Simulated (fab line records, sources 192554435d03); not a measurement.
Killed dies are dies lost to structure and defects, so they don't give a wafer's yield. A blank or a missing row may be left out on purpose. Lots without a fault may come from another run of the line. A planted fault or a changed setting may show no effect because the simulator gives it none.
Which tool did it? | flow n5_finfet | 8 lots, 24 wafers sampled, at 6 steps of a route of 1938

WHAT THE GAUGES READ, wafer by wafer
N5_FIN_SAQP_CD_MEAS_27: target cd 20 nm. Usual: cd_nm 20.27 nm, standard deviation 0.25.
lot  | measured    | on        | cd_nm (nm)        | flag
L873 | day 2 00:33 | cd_sem-02 | 20.05 20.47 20.18 |
L877 | day 2 23:25 | cd_sem-03 | 20.16 20.01 20.43 |
L878 | day 3 05:32 | cd_sem-01 | 20.22 20.76 20.23 |
L879 | day 3 13:22 | cd_sem-02 | 19.81 20.35 20.04 |
L880 | day 3 18:37 | cd_sem-03 | 19.76 19.97 20.21 |
L882 | day 4 07:17 | cd_sem-01 | 19.84 20.00 19.80 |
L894 | day 7 06:22 | cd_sem-01 | 29.12 20.05 20.17 | OFF
L896 | day 7 18:01 | cd_sem-01 | 20.54 20.23 20.37 |

N5_BEOL_M4_RC_MEAS_101. Usual: DIBL_N 35.8 mV/V, standard deviation 1.8; DIBL_P 35.9 mV/V, standard deviation 2.2; IOFF_N 0.16 nA/um, standard deviation 0.035; IOFF_P 0.21 nA/um, standard deviation 0.04; ION_N 672 uA/um, standard deviation 11; ION_P 461 uA/um, standard deviation 7.4; SS_N 71.4 mV/dec, standard deviation 0.64; SS_P 73.2 mV/dec, standard deviation 0.67; VT_N 250 mV, standard deviation 3.5; VT_P -251 mV, standard deviation 3.4.
lot  | measured     | on        | DIBL_N (mV/V)  | DIBL_P (mV/V)  | IOFF_N (nA/um) | IOFF_P (nA/um) | ION_N (uA/um) | ION_P (uA/um) | SS_N (mV/dec)  | SS_P (mV/dec)  | VT_N (mV)   | VT_P (mV)      | flag
L873 | day 7 19:40  | prober-02 | 35.0 35.8 35.0 | 34.4 36.3 35.2 | 0.15 0.17 0.15 | 0.16 0.19 0.17 | 664 691 671   | 450 467 459   | 71.5 72.1 72.0 | 73.0 73.8 72.7 | 250 248 248 | -254 -252 -252 |
L877 | day 8 20:38  | prober-02 | 37.6 34.5 35.5 | 39.3 35.6 37.1 | 0.21 0.15 0.17 | 0.27 0.21 0.24 | 679 670 676   | 467 459 473   | 72.1 71.0 71.4 | 73.9 72.9 73.0 | 247 250 251 | -246 -247 -248 |
L878 | day 9 08:31  | prober-01 | 35.9 35.0 36.8 | 37.2 35.8 37.1 | 0.16 0.14 0.17 | 0.21 0.20 0.21 | 671 669 675   | 464 459 464   | 72.0 71.6 71.9 | 73.4 72.8 73.3 | 250 252 250 | -250 -254 -249 |
L879 | day 10 00:50 | prober-01 | 38.6 36.7 35.0 | 40.7 37.9 36.7 | 0.21 0.17 0.13 | 0.24 0.19 0.17 | 691 683 665   | 467 459 451   | 72.3 72.1 71.1 | 73.7 72.5 72.8 | 247 249 254 | -250 -251 -255 |
L880 | day 9 17:13  | prober-01 | 36.0 39.2 38.9 | 35.7 39.2 39.0 | 0.15 0.21 0.20 | 0.20 0.27 0.25 | 665 683 676   | 462 468 470   | 71.5 72.0 72.2 | 72.8 74.2 73.1 | 254 251 248 | -250 -248 -250 |
L882 | day 10 02:31 | prober-01 | 37.6 34.9 38.6 | 38.2 34.9 38.6 | 0.20 0.14 0.20 | 0.24 0.19 0.25 | 682 667 682   | 460 458 465   | 72.5 71.6 72.4 | 74.0 72.9 73.3 | 248 252 247 | -248 -252 -247 |
L894 | day 13 00:06 | prober-01 | 36.5 33.7      | 36.8 32.5      | 0.15 0.11      | 0.20 0.15      | 674 660       | 468 454       | 71.4 70.9      | 73.9 72.8      | 251 255     | -255 -255      |
L896 | day 13 23:44 | prober-02 | 34.4 35.2 32.4 | 33.0 34.1 30.8 | 0.11 0.12 0.09 | 0.17 0.18 0.14 | 659 658 653   | 459 459 453   | 70.6 71.7 70.3 | 72.5 72.9 71.6 | 255 255 257 | -251 -253 -255 |

WHICH TOOL RAN EACH LOT (tool, then ch and the chambers of the sampled wafers, then the start)
lot  | N5_FIN_SAQP_ETCH_51               | N5_FIN_SAQP_HM_OPEN_73            | N5_FIN_SAQP_SPACER1_ALD_24       | N5_FIN_SAQP_MANDREL1_REMOVE_56
L873 | rie_diel-04 ch 0,2,3, day 1 22:29 | rie_diel-04 ch 0,2,3, day 1 22:40 | ald_sin-04 ch 0,1,2, day 1 23:34 | rie_si-03 ch 1,2,3, day 2 00:26
L877 | rie_diel-04 ch 1,2,3, day 2 21:23 | rie_diel-04 ch 1,2,3, day 2 21:33 | ald_sin-01 ch 1,2, day 2 22:28   | rie_si-03 ch 1,2,3, day 2 23:17
L878 | rie_diel-02 ch 2,3, day 3 03:34   | rie_diel-02 ch 2,3, day 3 03:43   | ald_sin-03 ch 0,2, day 3 04:37   | rie_si-03 ch 0,1, day 3 05:25
L879 | rie_diel-02 ch 0,1,2, day 3 11:11 | rie_diel-02 ch 0,1,2, day 3 11:20 | ald_sin-01 ch 1,2,3, day 3 12:28 | rie_si-04 ch 0,1,2, day 3 13:16
L880 | rie_diel-04 ch 0,2, day 3 16:23   | rie_diel-04 ch 0,2, day 3 16:33   | ald_sin-04 ch 2,3, day 3 17:28   | rie_si-04 ch 1,2,3, day 3 18:31
L882 | rie_diel-02 ch 1,3, day 4 05:05   | rie_diel-02 ch 1,3, day 4 05:15   | ald_sin-01 ch 0,2,3, day 4 06:22 | rie_si-06 ch 1,3, day 4 07:10
L894 | rie_diel-05 ch 1,2,3, day 7 04:05 | rie_diel-05 ch 1,2,3, day 7 04:15 | ald_sin-04 ch 0,1,2, day 7 05:26 | rie_si-03 ch 0,1,3, day 7 06:15
L896 | rie_diel-05 ch 2,3, day 7 16:02   | rie_diel-05 ch 2,3, day 7 16:12   | ald_sin-01 ch 1,3, day 7 17:05   | rie_si-04 ch 1,2, day 7 17:54
- N5_FIN_SAQP_ETCH_51: etches SiARC in CF4, target depth 45.5 nm, time 75.8 s.
- N5_FIN_SAQP_HM_OPEN_73: chemistry CHF3/O2, target SiO2, stops on a-Si, target depth 12 nm, time 16.8 s.
- N5_FIN_SAQP_SPACER1_ALD_24: deposits SiO2, target thk 20.3 nm, pulse time 1 s, purge time 2 s.
- N5_FIN_SAQP_MANDREL1_REMOVE_56: chemistry HBr/Cl2/O2, target a-Si, stops on SiNx, bt time 10 s.

WHAT THE TOOLS THEMSELVES READ (means of the sampled wafers that have a number; where no wafer has one, the mark that the record gives instead)
N5_FIN_SAQP_ETCH_51. Usual: drypump_motor_current_A 5.6 A, standard deviation 0.37; etch_rf_on_time_s 76.0 s, standard deviation 1.5; oes_product_au 0.67 a.u., standard deviation 0.076; rf_vpp_V 184.3 V, standard deviation 1.2; showerhead_plenum_p_Torr 2.17 Torr, standard deviation 0.066; throttle_valve_pct 15.52 %, standard deviation 0.21.
lot  | tool        | drypump_motor_current_A (A) | etch_rf_on_time_s (s) | oes_product_au (a.u.) | rf_vpp_V (V) | showerhead_plenum_p_Torr (Torr) | throttle_valve_pct (%) | flag
L873 | rie_diel-04 | 5.5                         | 73.8                  | 0.66                  | 183.8        | 2.14                            | 15.59                  |
L877 | rie_diel-04 | 5.4                         | 75.0                  | 0.62                  | 184.9        | 2.12                            | 15.59                  |
L878 | rie_diel-02 | 5.9                         | 76.1                  | 0.79                  | 183.1        | 2.10                            | 15.49                  |
L879 | rie_diel-02 | 5.8                         | 76.6                  | 0.66                  | 183.9        | 2.15                            | 15.56                  |
L880 | rie_diel-04 | 5.8                         | 75.6                  | 0.67                  | 184.2        | 2.17                            | 15.53                  |
L882 | rie_diel-02 | 5.4                         | 78.0                  | 0.66                  | 185.1        | 2.18                            | 15.84                  |
L894 | rie_diel-05 | 5.6                         | 76.6                  | 0.60                  | 183.3        | 2.15                            | 15.58                  |
L896 | rie_diel-05 | 5.7                         | 77.2                  | 0.60                  | 183.4        | 2.16                            | 15.48                  |

N5_FIN_SAQP_HM_OPEN_73. Usual: drypump_motor_current_A 5.6 A, standard deviation 0.38; oes_product_au 0.47 a.u., standard deviation 0.052; rf_vpp_V 523 V, standard deviation 9.2; showerhead_plenum_p_Torr 2.44 Torr, standard deviation 0.075; throttle_valve_pct 18.71 %, standard deviation 0.22.
lot  | tool        | drypump_motor_current_A (A) | oes_product_au (a.u.) | rf_vpp_V (V) | showerhead_plenum_p_Torr (Torr) | throttle_valve_pct (%) | flag
L873 | rie_diel-04 | 5.5                         | 0.46                  | 517          | 2.41                            | 18.83                  |
L877 | rie_diel-04 | 5.4                         | 0.44                  | 515          | 2.40                            | 18.85                  |
L878 | rie_diel-02 | 5.9                         | 0.55                  | 513          | 2.37                            | 18.76                  |
L879 | rie_diel-02 | 5.8                         | 0.47                  | 529          | 2.42                            | 18.76                  |
L880 | rie_diel-04 | 5.8                         | 0.47                  | 520          | 2.45                            | 18.74                  |
L882 | rie_diel-02 | 5.4                         | 0.47                  | 526          | 2.45                            | 19.07                  |
L894 | rie_diel-05 | 5.6                         | 0.42                  | 528          | 2.42                            | 18.72                  |
L896 | rie_diel-05 | 5.7                         | 0.43                  | 532          | 2.43                            | 18.62                  |

N5_FIN_SAQP_SPACER1_ALD_24. Usual: heater_power_w 451 W, standard deviation 41; precursor_pulse_height_rel 1.002, standard deviation 0.022.
lot  | tool       | heater_power_w (W) | precursor_pulse_height_rel | flag
L873 | ald_sin-04 | 501                | 1.020                      |
L877 | ald_sin-01 | 431                | 1.006                      |
L878 | ald_sin-03 | 454                | 1.002                      |
L879 | ald_sin-01 | 440                | 1.009                      |
L880 | ald_sin-04 | 477                | 0.974                      |
L882 | ald_sin-01 | 428                | 1.011                      |
L894 | ald_sin-04 | 486                | 0.997                      |
L896 | ald_sin-01 | 442                | 1.001                      |

N5_FIN_SAQP_MANDREL1_REMOVE_56. Usual: drypump_motor_current_A 5.7 A, standard deviation 0.38; oes_product_au 1.009 a.u., standard deviation 0.015; throttle_valve_pct 36.71 %, standard deviation 0.28.
lot  | tool      | drypump_motor_current_A (A) | oes_product_au (a.u.) | throttle_valve_pct (%) | flag
L873 | rie_si-03 | 5.5                         | 1.013                 | 36.59                  |
L877 | rie_si-03 | 5.6                         | 1.010                 | 36.58                  |
L878 | rie_si-03 | 5.5                         | 0.994                 | 36.79                  |
L879 | rie_si-04 | 5.7                         | 1.004                 | 36.57                  |
L880 | rie_si-04 | 5.7                         | 1.008                 | 36.58                  |
L882 | rie_si-06 | 6.0                         | 1.007                 | 37.04                  |
L894 | rie_si-03 | 5.4                         | 0.992                 | 36.68                  |
L896 | rie_si-04 | 5.6                         | 1.012                 | 36.50                  |

THE ANSWER, worked out from the rows above alone
Rule: a lot is off if the mean of its wafers that have a number lies more than 3 standard deviations from the usual mean. A lot without any number at a reading at which 4 lots or more have one is off too. The other lots that the step has rows for count as sound. The gauges are gone through in route order, then the tools' own readings, and for those a lot's mean is taken as printed above. The first step at which some lot is off is used, and at that step the reading that is off furthest; a lot without a number counts as furthest.
Off: L894, at N5_FIN_SAQP_CD_MEAS_27 (cd_nm).
A tool fits if, at a process step before that reading, it ran every lot that is off, and no sound lot after the first of them. The gauges at N5_FIN_SAQP_CD_MEAS_27 are tried like those tools. Can't be told from this: 2 tools fit, ald_sin-04 at N5_FIN_SAQP_SPACER1_ALD_24, rie_si-03 at N5_FIN_SAQP_MANDREL1_REMOVE_56.

WHAT THE SIMULATOR HAD PUT IN
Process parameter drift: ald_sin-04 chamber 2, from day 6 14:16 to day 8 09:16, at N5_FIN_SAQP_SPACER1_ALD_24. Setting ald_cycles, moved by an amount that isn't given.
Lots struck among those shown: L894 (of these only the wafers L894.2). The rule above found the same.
